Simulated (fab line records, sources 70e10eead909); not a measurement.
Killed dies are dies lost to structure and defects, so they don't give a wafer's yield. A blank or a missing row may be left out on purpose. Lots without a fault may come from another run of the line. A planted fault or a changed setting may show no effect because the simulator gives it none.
fab line records | flow nand_harc
record lots=24 wafers=72 last_day=33
route steps=1302 shown P_GATE@122
lots that met no fault: from a run of the same line without faults
start_h: hours from the record's first day to the start of the lot's first wafer shown | wait_h: hours since the lot's step before | " the same as in the row above | L1.1+2: a row that stands for several wafers | - no value, or no start given | * or withheld: withheld | < > ~ a bound
route shown NAME@n: a module of which the file shows steps, and the number in the route of the first | usual: mean/standard deviation of fault-free wafers | same: alike in all rows | chamber/n: place in a boat | sites: the reading at each site | _std_site: their standard deviation | _edge_site: outer sites' mean less inner sites' | radius_mm: how far each site lies from the wafer's centre | mask NAME#n: copy n | behind: the tool/chamber that last shaped the wafer | hold: why the lot was held/for how many hours/how that ended | device: the transistor (n, p or np) that didn't switch | end of line: the same wafers' tests at the end of the route | a step without rows: its recipe alone | killed: dies lost to structure and defects at the first sort, not the wafer's yield | map: a wafer's dies, x killed, . not, _ none there
set.NAME: the setting as run; set.NAME@STEP: as run at that earlier step | model.NAME: the simulator's own value behind a step, which no gauge read
steps of the route over a sample of lots; a table a step, a row a wafer
services: from which hour (start_h, from the record's first day; less than 0 if before it) a tool's chamber was out of use, for how many hours, and why
## steps
# step NHARC_P_GATE_CD_MEAS_11
# recipe target_cd_nm=1640 landing_energy_ev=500
# usual cd_nm=1639.5/2.3
# columns lot.wafer tool chamber start_h wait_h cd_nm
L074.1 cd_sem-02 0 87.04 - 1643.4
L074.2 " 0 " " 1642.5
L074.5 " 0 " " 1640.5
L075.1 cd_sem-01 0 87.08 - 1640.5
L075.2 " 0 " " 1633.4
L075.6 " 0 " " 1635.1
L076.1 cd_sem-01 0 99.59 - 1640.3
L076.2 " 0 " " 1634.7
L076.3 " 0 " " 1637.1
L077.1 cd_sem-01 0 107.76 - 1638.0
L077.2 " 0 " " 1639.8
L077.6 " 0 " " 1636.6
L078.2 cd_sem-01 0 119.25 - 1641.4
L078.3 " 0 " " 1641.2
L078.6 " 0 " " 1640.4
L079.2 cd_sem-02 0 132.85 - 1635.8
L079.4 " 0 " " 1636.1
L079.5 " 0 " " 1638.9
L080.1 cd_sem-02 0 137.09 - 1640.5
L080.2 " 0 " " 1638.5
L080.3 " 0 " " 1644.1
L081.2 cd_sem-01 0 148.09 - 1637.2
L081.3 " 0 " " 1638.7
L081.4 " 0 " " 1641.1
L082.1 cd_sem-03 0 162.80 - 1642.6
L082.2 " 0 " " 1641.2
L082.5 " 0 " " 1640.4
L083.3 cd_sem-01 0 167.11 - 1645.7
L083.4 " 0 " " 1638.9
L083.6 " 0 " " 1641.8
L084.4 cd_sem-01 0 179.75 - 1646.0
L084.5 " 0 " " 1639.1
L084.6 " 0 " " 1641.7
L085.2 cd_sem-01 0 192.30 - 1637.3
L085.5 " 0 " " 1638.5
L085.6 " 0 " " 1642.5
L086.3 cd_sem-01 0 205.19 - 1639.8
L086.4 " 0 " " 1638.1
L086.5 " 0 " " 1639.9
L087.1 cd_sem-01 0 205.35 - 1640.4
L087.4 " 0 " " 1638.9
L087.6 " 0 " " 1638.7
L089.2 cd_sem-03 0 226.48 - 1642.4
L089.5 " 0 " " 1637.4
L089.6 " 0 " " 1638.5
L088.3 cd_sem-01 0 226.64 - 1641.7
L088.5 " 0 " " 1642.6
L088.6 " 0 " " 1642.1
L090.1 cd_sem-03 0 239.31 - 1642.0
L090.2 " 0 " " 1637.5
L090.4 " 0 " " 1637.9
L091.1 cd_sem-02 0 247.83 - 1637.6
L091.3 " 0 " " 1640.6
L091.4 " 0 " " 1643.4
L092.1 cd_sem-03 0 258.77 - 1641.6
L092.4 " 0 " " 1643.0
L092.5 " 0 " " 1642.2
L093.1 cd_sem-01 0 269.70 - 1641.1
L093.2 " 0 " " 1640.0
L093.4 " 0 " " 1639.1
L094.3 cd_sem-03 0 284.15 - 1639.6
L094.4 " 0 " " 1638.2
L094.6 " 0 " " 1639.9
L095.1 cd_sem-03 0 288.67 - 1640.3
L095.2 " 0 " " 1639.9
L095.4 " 0 " " 1639.5
L096.2 cd_sem-03 0 302.13 - 1641.1
L096.3 " 0 " " 1640.9
L096.6 " 0 " " 1640.2
L097.2 cd_sem-03 0 310.75 - 1641.3
L097.3 " 0 " " 1635.7
L097.4 " 0 " " 1638.2
# step NHARC_P_GATE_OVL_MEAS_27
# usual overlay_x_nm=-0.3/0.67 overlay_y_nm=-0.1/0.87
# columns lot.wafer tool chamber start_h wait_h overlay_x_nm overlay_y_nm
L075.1 overlay-02 - 101.43 - -1.9 0.4
L075.2 " - " " -1.2 0.3
L075.6 " - " " -1.6 0.6
L074.1 overlay-02 - 101.73 - -0.8 0.3
L074.2 " - " " -0.9 0.1
L074.5 " - " " -0.6 0.7
L076.1 overlay-01 - 117.30 - -1.9 0.5
L076.2 " - " " -1.3 1.0
L076.3 " - " " -1.5 1.2
L077.1 overlay-02 - 124.40 - 0.4 -0.8
L077.2 " - " " 0.1 -0.5
L077.6 " - " " 0.0 -1.1
L078.2 overlay-02 - 133.37 - -0.4 -0.5
L078.3 " - " " -0.4 -0.4
L078.6 " - " " 0.3 -0.4
L079.2 overlay-01 - 147.25 - -1.1 0.0
L079.4 " - " " -1.3 0.3
L079.5 " - " " -0.9 0.2
L080.1 overlay-01 - 151.74 - 0.2 -0.7
L080.2 " - " " -0.1 -0.2
L080.3 " - " " 0.1 -0.1
L081.2 overlay-02 - 163.00 - 0.2 -0.7
L081.3 " - " " -0.4 -1.1
L081.4 " - " " -0.5 -1.1
L082.1 overlay-01 - 177.15 - -0.8 -0.1
L082.2 " - " " -0.9 0.0
L082.5 " - " " -1.0 -0.6
L083.3 overlay-01 - 184.38 - 0.0 0.5
L083.4 " - " " -0.1 0.4
L083.6 " - " " 0.2 0.2
L084.4 overlay-01 - 198.25 - 0.3 -0.4
L084.5 " - " " 0.2 -0.6
L084.6 " - " " 0.6 -0.3
L085.2 overlay-02 - 206.38 - -0.4 -1.3
L085.5 " - " " -0.8 -1.4
L085.6 " - " " 0.0 -1.4
L087.1 overlay-02 - 226.33 - -1.1 -0.4
L087.4 " - " " -1.2 -0.3
L087.6 " - " " -0.7 -1.3
L086.3 overlay-01 - 226.97 - 1.3 1.9
L086.4 " - " " 0.6 1.9
L086.5 " - " " 1.3 1.6
L088.3 overlay-02 - 240.49 - -0.4 0.5
L088.5 " - " " 0.3 1.1
L088.6 " - " " 0.0 0.9
L089.2 overlay-01 - 240.66 - 0.2 -0.7
L089.5 " - " " -0.2 -0.2
L089.6 " - " " 0.0 -0.6
L090.1 overlay-02 - 255.84 - 0.2 -0.5
L090.2 " - " " -0.2 -1.5
L090.4 " - " " 0.3 -1.5
L091.1 overlay-01 - 263.57 - 0.4 0.2
L091.3 " - " " 0.9 0.9
L091.4 " - " " 0.2 -0.3
L092.1 overlay-01 - 273.74 - -0.7 0.5
L092.4 " - " " -0.5 0.6
L092.5 " - " " 0.1 0.9
L093.1 overlay-01 - 283.73 - -0.7 -0.4
L093.2 " - " " -0.4 -0.7
L093.4 " - " " -0.8 -0.9
L094.3 overlay-01 - 298.62 - -0.1 -2.3
L094.4 " - " " -0.1 -2.7
L094.6 " - " " -0.9 -1.6
L095.1 overlay-01 - 302.89 - 0.2 -0.9
L095.2 " - " " 0.5 -0.1
L095.4 " - " " 0.1 -0.4
L096.2 overlay-02 - 317.84 - 0.2 0.5
L096.3 " - " " -0.3 0.6
L096.6 " - " " 0.1 -0.1
L097.2 overlay-02 - 324.85 - -0.4 -0.1
L097.3 " - " " -0.3 0.4
L097.4 " - " " -0.5 0.1
# step NHARC_P_GATE_ALD_36
# recipe target_thk_a=200 pulse_time_s=60 ald_cycles=223 temp_c=400 material=SiNx
# usual heater_power_w=855/89 precursor_pulse_height_rel=0.997/0.02
# columns lot.wafer tool chamber start_h wait_h heater_power_w precursor_pulse_height_rel
L074.1 ald_sin-03 0 103.17 - 968 0.986
L074.2 " 2 105.27 - 947 1.007
L074.5 " 0 107.38 - 992 1.021
L075.1 ald_sin-04 2 103.89 - 946 0.999
L075.2 " 3 104.95 - 818 0.992
L075.6 " 2 108.11 - 955 1.003
L076.1 ald_sin-01 2 119.77 - 742 0.995
L076.3 " 3 120.84 - 789 0.979
L076.2 " 0 121.92 - 752 1.000
L077.2 ald_sin-04 0 126.90 - 869 1.009
L077.1 " 1 127.95 - 883 0.979
L077.6 " 0 131.11 - 878 0.966
L078.3 ald_sin-03 2 134.72 - 970 0.988
L078.2 " 0 136.82 - 982 1.000
L078.6 " 2 138.91 - 960 0.999
L079.2 ald_sin-01 2 150.79 - 740 1.006
L079.4 " 3 151.83 - 776 1.019
L079.5 " 0 152.88 - 770 0.989
L080.1 ald_sin-04 0 153.19 - 846 0.992
L080.2 " 1 154.25 - 884 1.039
L080.3 " 3 156.39 - 829 1.008
L081.2 ald_sin-03 2 164.81 - 945 0.984
L081.4 " 3 165.86 - 977 1.008
L081.3 " 0 166.92 - 946 1.019
L082.2 ald_sin-01 2 180.73 - 751 0.987
L082.1 " 3 181.79 - 763 0.989
L082.5 " 1 183.92 - 913 1.012
L083.3 ald_sin-04 2 185.78 - 977 1.007
L083.4 " 3 186.85 - 818 1.009
L083.6 " 2 190.06 - 927 0.985
L084.4 ald_sin-03 1 200.64 - 678 0.997
L084.6 " 0 203.77 - 897 0.958
L084.5 " 1 204.81 - 688 0.979
L085.2 ald_sin-01 2 209.87 - 748 1.022
L085.5 " 0 212.01 - 778 0.983
L085.6 " 1 213.08 - 930 0.966
L087.4 ald_sin-04 2 228.74 - 930 0.984
L087.1 " 3 229.80 - 827 0.990
L087.6 " 1 231.91 - 909 0.981
L086.3 ald_sin-03 1 230.47 - 699 1.040
L086.4 " 2 231.54 - 945 1.010
L086.5 " 3 232.61 - 954 0.985
L088.3 ald_sin-01 3 241.89 - 745 0.995
L088.6 " 3 246.06 - 749 0.955
L088.5 " 0 247.10 - 723 0.983
L089.2 ald_sin-04 2 243.12 - 953 0.984
L089.5 " 1 246.30 - 872 0.991
L089.6 " 2 247.36 - 941 1.016
L090.4 ald_sin-03 3 257.19 - 958 0.976
L090.2 " 1 259.29 - 692 0.994
L090.1 " 2 260.34 - 949 0.971
L091.4 ald_sin-01 3 264.94 - 787 1.028
L091.3 " 0 266.00 - 745 1.002
L091.1 " 2 268.14 - 748 0.991
L092.4 ald_sin-04 1 276.15 - 913 1.023
L092.1 " 3 278.26 - 847 1.007
L092.5 " 1 280.38 - 911 0.976
L093.1 ald_sin-03 0 285.17 - 916 1.007
L093.4 " 2 287.28 - 944 1.014
L093.2 " 3 288.33 - 956 1.009
L094.3 ald_sin-01 1 301.02 - 890 0.992
L094.4 " 3 303.13 - 746 0.986
L094.6 " 1 305.24 - 899 0.980
L095.1 ald_sin-04 1 304.27 - 910 0.983
L095.4 " 3 306.36 - 856 1.021
L095.2 " 0 307.41 - 873 1.008
L096.2 ald_sin-03 3 319.21 - 980 0.988
L096.3 " 2 322.36 - 941 0.988
L096.6 " 0 324.47 - 885 0.978
L097.2 ald_sin-01 3 326.20 - 790 1.009
L097.4 " 0 327.24 - 742 1.032
L097.3 " 1 328.28 - 873 1.015
# step NHARC_P_GATE_ETCHBACK_37
# recipe target_depth_a=345 time_s=17.2 chf3_flow_sccm=50 o2_flow_sccm=10 ar_flow_sccm=200 rf_w=500 bias_w=200 chemistry=CHF3/O2
# usual drypump_motor_current_A=5.6/0.31 oes_product_au=0.95/0.032 rf_vpp_V=371.0/1.9 showerhead_plenum_p_Torr=2.42/0.078 throttle_valve_pct=20.572/0.01
# columns lot.wafer tool chamber start_h wait_h drypump_motor_current_A oes_product_au rf_hours_counter_h rf_vpp_V showerhead_plenum_p_Torr throttle_valve_pct
L075.2 rie_diel-04 3 - - 6.2 0.98 6.4 370.1 2.37 20.569
L075.1 " 1 " " 5.9 0.98 7.6 369.0 2.38 20.570
L075.6 " 3 " " 6.2 0.98 - 369.5 2.37 20.553
L074.2 rie_diel-06 3 - - 5.4 0.92 3.8 372.3 2.46 20.561
L074.1 " 0 " " 5.3 0.91 7.6 370.9 2.42 20.585
L074.5 " 3 " " 5.4 0.91 - 372.0 2.46 20.572
L076.1 rie_diel-08 3 - - 5.8 0.92 6.8 371.6 2.46 20.574
L076.3 " 0 " " 5.1 0.92 6.8 369.8 2.34 20.584
L076.2 " 2 " " 5.4 0.92 5.4 374.3 2.58 20.570
L077.1 rie_diel-08 3 - - 5.8 0.99 7.4 373.0 2.46 20.572
L077.2 " 0 " " 5.1 0.91 7.4 369.5 2.34 20.563
L077.6 " 2 " " 5.4 0.93 - 373.7 2.58 20.582
L078.3 rie_diel-06 1 - - 6.0 0.98 0 373.3 2.49 20.588
L078.2 " 3 " " 5.5 1.00 0 371.9 2.46 20.573
L078.6 " 0 " " 5.3 0.99 - 370.8 2.42 20.589
L079.2 rie_diel-04 2 - - 5.2 0.95 5.8 371.1 2.44 20.573
L079.4 " 3 " " 6.2 0.99 9.5 369.9 2.37 20.555
L079.5 " 3 " " 6.1 1.00 - 370.4 2.37 20.573
L080.2 rie_diel-04 2 - - 5.2 0.97 5.8 371.9 2.44 20.564
L080.1 " 3 " " 6.2 1.01 9.5 369.1 2.37 20.589
L080.3 " 1 " " 5.9 0.98 11.2 370.7 2.38 20.584
L081.4 rie_diel-06 2 - - 5.8 0.93 2.1 367.8 2.35 20.562
L081.2 " 3 " " 5.4 0.92 1.6 372.8 2.46 20.556
L081.3 " 0 " " 5.3 0.92 1.8 370.0 2.42 20.553
L082.2 rie_diel-08 1 - - 5.5 0.95 10.5 368.7 2.30 20.582
L082.1 " 0 " " 5.1 0.92 10.6 369.5 2.34 20.563
L082.5 " 1 " " 5.5 0.95 - 368.9 2.30 20.568
L083.4 rie_diel-06 2 - - 5.8 0.94 3.5 369.0 2.35 20.565
L083.3 " 3 " " 5.4 0.92 3.5 371.7 2.46 20.571
L083.6 " 3 " " 5.4 0.91 - 371.8 2.46 20.582
L084.4 rie_diel-04 0 - - 5.7 0.93 1.2 369.1 2.30 20.573
L084.6 " 2 " " 5.2 0.93 - 371.6 2.44 20.579
L084.5 " 3 " " 6.2 0.93 - 369.6 2.37 20.576
L085.2 rie_diel-06 0 - - 5.3 0.93 4.8 370.9 2.42 20.564
L085.5 " 1 " " 6.0 0.91 - 372.8 2.49 20.568
L085.6 " 2 " " 5.7 0.94 - 370.0 2.35 20.567
L087.1 rie_diel-08 1 - - 5.5 0.99 0.9 369.1 2.30 20.565
L087.4 " 3 " " 5.8 0.99 2.7 371.0 2.46 20.578
L087.6 " 2 " " 5.5 1.01 - 372.2 2.58 20.582
L086.4 rie_diel-06 2 - - 5.7 0.94 6.0 367.6 2.35 20.586
L086.3 " 3 " " 5.5 0.92 5.9 371.6 2.46 20.573
L086.5 " 3 " " 5.5 0.91 - 371.1 2.46 20.573
L088.3 rie_diel-04 3 - - 6.2 0.92 5.0 370.7 2.37 20.565
L088.5 " 0 " " 5.7 0.93 - 368.1 2.30 20.557
L088.6 " 1 " " 5.9 0.93 - 369.9 2.38 20.584
L089.2 rie_diel-06 1 - - 5.9 0.92 6.2 372.2 2.49 20.561
L089.5 " 1 " " 6.0 0.92 - 372.8 2.49 20.560
L089.6 " 2 " " 5.8 0.95 - 369.3 2.34 20.558
L090.4 rie_diel-06 0 - - 5.3 0.93 7.2 371.5 2.41 20.558
L090.2 " 1 " " 5.9 0.91 6.6 373.5 2.49 20.574
L090.1 " 3 " " 5.5 0.91 7.3 373.8 2.46 20.566
L091.1 rie_diel-08 2 - - 5.5 0.93 2.5 375.0 2.58 20.556
L091.4 " 0 " " 5.1 0.94 4.0 369.7 2.34 20.570
L091.3 " 1 " " 5.5 0.92 2.3 367.9 2.30 20.566
L092.4 rie_diel-06 0 - - 5.3 0.93 8.1 371.5 2.41 20.590
L092.1 " 3 " " 5.5 0.92 8.2 371.2 2.46 20.572
L092.5 " 0 " " 5.2 0.94 - 370.8 2.41 20.571
L093.2 rie_diel-06 0 - - 5.3 1.01 9.2 370.3 2.41 20.595
L093.4 " 1 " " 6.0 0.99 8.4 373.3 2.49 20.573
L093.1 " 3 " " 5.5 1.00 9.0 372.8 2.46 20.577
L094.3 rie_diel-04 2 - - 5.2 0.93 7.0 373.0 2.44 20.575
L094.4 " 3 " " 6.1 0.92 6.6 369.6 2.37 20.561
L094.6 " 2 " " 5.2 0.93 - 370.9 2.44 20.552
L095.1 rie_diel-08 1 - - 5.5 0.91 6.0 368.6 2.30 20.563
L095.2 " 2 " " 5.4 1.01 3.8 374.2 2.58 20.568
L095.4 " 0 " " 5.1 0.95 7.8 369.8 2.34 20.565
L096.3 rie_diel-06 0 - - 5.3 0.99 0.7 370.8 2.41 20.564
L096.2 " 1 " " 5.9 1.01 0.9 372.5 2.49 20.574
L096.6 " 1 " " 5.9 1.00 - 373.2 2.49 20.570
L097.3 rie_diel-08 2 - - 5.4 0.93 5.4 374.6 2.58 20.571
L097.4 " 3 " " 5.8 0.94 9.3 371.5 2.45 20.571
L097.2 " 1 " " 5.6 0.92 7.8 366.8 2.30 20.571
# step NHARC_P_GATE_DESCUM_93
# recipe time_s=3 o2_flow_sccm=200 ar_flow_sccm=0 bias_power_w=0 chemistry=O2
# usual drypump_motor_current_A=5.7/0.34 oes_product_au=1.004/0.013 rf_vpp_V=57.7/0.88 showerhead_plenum_p_Torr=1.91/0.062 throttle_valve_pct=11.311/0.0095
# columns lot.wafer tool chamber start_h wait_h drypump_motor_current_A oes_product_au rf_hours_counter_h rf_vpp_V showerhead_plenum_p_Torr throttle_valve_pct
L075.2 rie_diel-04 1 116.83 - 5.9 1.020 8 57.8 1.90 11.304
L075.1 " 3 " " 6.2 1.020 7 57.6 1.89 11.306
L075.6 " 2 " " 5.2 0.988 - 57.8 1.95 11.313
L074.2 rie_diel-08 2 117.32 - 5.5 1.008 4 58.4 2.06 11.302
L074.1 " 3 " " 5.8 0.999 6 58.2 1.96 11.330
L074.5 " 1 " " 5.5 1.040 - 59.0 1.83 11.307
L076.3 rie_diel-04 0 132.92 - 5.7 1.004 7 56.8 1.83 11.317
L076.2 " 1 " " 6.0 1.027 8 57.6 1.90 11.298
L076.1 " 3 " " 6.3 1.036 8 57.0 1.89 11.295
L077.2 rie_diel-06 3 139.96 - 5.4 1.003 0 56.3 1.96 11.319
L077.1 " 2 " " 5.8 1.011 0 59.2 1.87 11.302
L077.6 " 3 " " 5.5 0.999 - 58.2 1.96 11.303
L078.3 rie_diel-06 2 148.90 - 5.8 1.022 0 59.5 1.87 11.324
L078.2 " 1 " " 6.0 0.985 0 57.3 1.99 11.318
L078.6 " 2 " " 5.8 1.022 - 57.5 1.87 11.321
L079.2 rie_diel-06 3 162.55 - 5.4 0.997 1 59.8 1.96 11.306
L079.4 " 0 " " 5.3 0.991 1 59.2 1.93 11.307
L079.5 " 2 " " 5.8 1.013 - 58.3 1.87 11.318
L080.1 rie_diel-08 2 167.34 - 5.4 1.001 8 57.4 2.06 11.304
L080.2 " 3 " " 5.8 0.991 9 58.4 1.96 11.313
L080.3 " 1 " " 5.5 1.014 9 56.9 1.83 11.313
L081.2 rie_diel-08 0 178.98 - 5.1 1.000 10 58.1 1.86 11.308
L081.3 " 3 " " 5.8 0.979 9 58.1 1.96 11.325
L081.4 " 3 " " 5.8 0.991 - 57.3 1.96 11.310
L082.1 rie_diel-04 0 192.56 - 5.7 1.010 1 57.8 1.83 11.321
L082.2 " 1 " " 5.9 1.017 1 58.3 1.89 11.310
L082.5 " 3 " " 6.1 1.016 - 56.7 1.89 11.310
L083.3 rie_diel-04 1 199.76 - 6.0 1.011 1 57.8 1.89 11.320
L083.4 " 3 " " 6.2 1.015 1 56.8 1.89 11.315
L083.6 " 0 " " 5.7 1.004 - 58.8 1.83 11.326
L084.4 rie_diel-06 0 213.74 - 5.3 0.998 5 58.3 1.92 11.289
L084.5 " 1 " " 6.0 0.986 - 58.9 1.99 11.289
L084.6 " 2 " " 5.8 1.012 - 57.2 1.87 11.314
L085.2 rie_diel-04 1 221.69 - 5.9 1.005 2 57.7 1.89 11.292
L085.5 " 1 " " 5.9 1.013 - 57.7 1.89 11.317
L085.6 " 2 " " 5.2 0.989 - 56.9 1.94 11.311
L087.4 rie_diel-08 1 241.76 - 5.5 0.997 1 56.7 1.83 11.306
L087.1 " 2 " " 5.5 1.013 1 57.8 2.06 11.310
L087.6 " 3 " " 5.8 0.985 - 59.1 1.96 11.302
L086.3 rie_diel-08 2 242.58 - 5.5 0.996 1 59.1 2.06 11.306
L086.4 " 0 " " 5.1 1.003 2 56.1 1.86 11.301
L086.5 " 3 " " 5.8 0.990 - 58.7 1.96 11.318
L088.3 rie_diel-04 0 255.85 - 5.7 1.013 5 56.2 1.83 11.307
L088.6 " 0 " " 5.7 1.011 - 56.2 1.83 11.312
L088.5 " 1 " " 5.9 1.005 - 56.6 1.89 11.326
L089.2 rie_diel-04 3 256.27 - 6.2 0.991 5 57.6 1.89 11.310
L089.5 " 3 " " 6.2 0.995 - 56.8 1.89 11.315
L089.6 " 0 " " 5.7 1.003 - 57.4 1.82 11.305
L090.2 rie_diel-06 3 271.04 - 5.4 0.991 7 58.1 1.96 11.323
L090.1 " 0 " " 5.3 1.002 7 57.4 1.92 11.303
L090.4 " 2 " " 5.8 1.024 7 58.6 1.87 11.309
L091.4 rie_diel-04 3 279.13 - 6.2 0.997 6 56.9 1.88 11.314
L091.1 " 0 " " 5.7 1.003 6 58.5 1.83 11.316
L091.3 " 1 " " 5.9 1.002 6 57.5 1.89 11.316
L092.1 rie_diel-08 0 289.15 - 5.1 1.025 5 58.3 1.86 11.307
L092.5 " 1 " " 5.5 0.987 - 57.3 1.83 11.293
L092.4 " 3 " " 5.8 0.997 - 57.9 1.96 11.323
L093.4 rie_diel-04 2 299.17 - 5.2 1.001 7 59.2 1.94 11.316
L093.2 " 0 " " 5.7 1.004 7 58.1 1.82 11.296
L093.1 " 1 " " 5.9 0.999 7 58.0 1.89 11.310
L094.4 rie_diel-08 0 314.01 - 5.1 1.034 8 56.8 1.86 11.311
L094.3 " 1 " " 5.5 0.996 6 57.9 1.83 11.323
L094.6 " 3 " " 5.8 1.004 - 57.4 1.96 11.310
L095.4 rie_diel-04 3 318.24 - 6.2 1.011 8 57.3 1.88 11.322
L095.1 " 0 " " 5.7 1.002 8 57.5 1.82 11.301
L095.2 " 1 " " 5.9 1.022 9 57.4 1.89 11.305
L096.3 rie_diel-04 3 333.08 - 6.2 0.998 8 57.7 1.88 11.325
L096.2 " 1 " " 5.9 1.012 9 56.7 1.89 11.305
L096.6 " 3 " " 6.2 1.016 - 55.8 1.88 11.298
L097.4 rie_diel-04 0 340.45 - 5.7 1.012 8 56.7 1.83 11.312
L097.3 " 2 " " 5.2 1.003 9 58.5 1.94 11.317
L097.2 " 3 " " 6.2 0.995 8 57.9 1.88 11.304
# step NHARC_P_GATE_STRIP_95
# recipe power_w=1500 temp_c=250 chemistry=O2
# usual drypump_motor_current_A=5.4/0.44 heater_power_w=347/45
# columns lot.wafer tool chamber start_h wait_h drypump_motor_current_A heater_power_w rf_hours_counter_h
L075.1 plasma_asher-01 0 117.89 0.6 4.9 326 25
L075.2 " 1 " " 5.9 339 25
L075.6 " 1 " " 5.9 338 -
L074.1 plasma_asher-02 0 118.37 0.6 5.1 309 30
L074.2 " 1 " " 5.8 408 30
L074.5 " 1 " " 5.8 409 -
L076.2 plasma_asher-02 1 134.01 0.6 5.8 410 32
L076.1 " 0 " " 5.1 314 32
L076.3 " 1 " " 5.8 413 -
L077.2 plasma_asher-01 1 141.38 0.6 5.8 342 29
L077.1 " 0 " " 4.9 320 29
L077.6 " 0 " " 4.8 320 -
L078.2 plasma_asher-01 0 150.00 0.6 4.9 320 33
L078.3 " 1 " " 5.9 341 -
L078.6 " 1 " " 5.8 335 -
L079.2 plasma_asher-02 0 163.64 0.5 5.1 295 2
L079.4 " 1 " " 5.8 425 -
L079.5 " 0 " " 5.0 307 -
L080.1 plasma_asher-02 0 168.43 0.6 5.0 295 5
L080.2 " 1 " " 5.8 419 5
L080.3 " 0 " " 5.1 299 -
L081.2 plasma_asher-02 1 180.10 0.5 5.8 429 8
L081.4 " 0 " " 5.0 291 -
L081.3 " 1 " " 5.8 426 -
L082.2 plasma_asher-01 0 193.64 0.6 4.9 328 3
L082.1 " 1 " " 5.9 336 3
L082.5 " 0 " " 4.9 328 -
L083.4 plasma_asher-01 1 200.87 0.4 5.9 337 -
L083.3 " 0 " " 4.9 323 -
L083.6 " 1 " " 5.9 337 -
L084.4 plasma_asher-01 0 214.81 0.3 4.9 327 -
L084.6 " 1 " " 5.9 337 -
L084.5 " 0 " " 4.9 330 -
L085.2 plasma_asher-02 1 222.76 0.6 5.8 432 15
L085.5 " 1 " " 5.8 422 -
L085.6 " 0 " " 5.1 297 -
L087.1 plasma_asher-01 0 242.83 0.6 4.9 327 13
L087.4 " 1 " " 5.9 343 -
L087.6 " 0 " " 4.9 336 -
L086.4 plasma_asher-02 1 243.70 0.4 5.8 435 -
L086.3 " 0 " " 5.0 293 -
L086.5 " 0 " " 5.1 308 -
L088.3 plasma_asher-01 0 256.97 0.3 4.9 322 -
L088.6 " 1 " " 5.9 332 -
L088.5 " 0 " " 4.9 328 -
L089.2 plasma_asher-02 0 257.36 0.5 5.0 308 22
L089.5 " 1 " " 5.8 424 -
L089.6 " 0 " " 5.1 298 -
L090.1 plasma_asher-02 1 272.13 0.6 5.8 413 26
L090.2 " 0 " " 5.1 295 26
L090.4 " 1 " " 5.8 424 -
L091.1 plasma_asher-01 1 280.22 0.6 5.8 335 20
L091.3 " 1 " " 5.8 340 -
L091.4 " 0 " " 4.9 333 -
L092.1 plasma_asher-02 0 290.26 0.6 5.0 298 30
L092.4 " 1 " " 5.8 415 -
L092.5 " 0 " " 5.1 301 -
L093.1 plasma_asher-01 0 300.25 0.6 4.9 332 25
L093.2 " 1 " " 5.9 337 25
L093.4 " 0 " " 4.9 330 -
L094.3 plasma_asher-02 0 315.10 0.4 5.0 297 -
L094.4 " 1 " " 5.8 430 -
L094.6 " 0 " " 5.1 301 -
L095.1 plasma_asher-01 1 319.32 0.6 5.9 341 28
L095.2 " 0 " " 4.8 324 28
L095.4 " 0 " " 4.9 320 -
L096.2 plasma_asher-02 1 334.16 0.5 5.8 397 1
L096.3 " 1 " " 5.8 402 -
L096.6 " 0 " " 5.1 300 -
L097.2 plasma_asher-01 0 341.53 0.6 4.8 331 33
L097.4 " 0 " " 4.9 322 -
L097.3 " 1 " " 5.8 344 -
## services
# columns tool chamber start_h hours kind
ald_sin-03 3 86.49 10.0 repair
rie_diel-08 3 102.16 12.0 repair
ald_sin-01 - 109.47 0.3 repair
rie_diel-06 - 130.20 9.0 pm
plasma_asher-02 - 137.85 4.1 repair
plasma_asher-02 - 144.74 9.0 pm
rie_diel-08 3 146.55 4.5 repair
rie_diel-06 3 147.40 10.5 repair
rie_diel-06 2 149.92 2.8 repair
plasma_asher-01 - 165.27 9.0 pm
rie_diel-04 0 170.45 6.7 repair
rie_diel-08 2 175.52 6.6 repair
rie_diel-04 - 177.93 9.0 pm
rie_diel-08 - 190.80 9.0 pm
rie_diel-08 2 211.32 9.2 repair
rie_diel-08 1 212.18 7.5 repair
rie_diel-08 - 242.21 0.2 repair
rie_diel-08 3 245.28 7.5 repair
plasma_asher-01 - 270.76 1.9 repair
rie_diel-08 2 276.68 20.8 repair
rie_diel-06 - 307.20 9.0 pm
plasma_asher-02 - 321.74 9.0 pm
rie_diel-08 3 326.94 1.5 repair
rie_diel-06 0 331.95 4.6 repair
## key
fault none
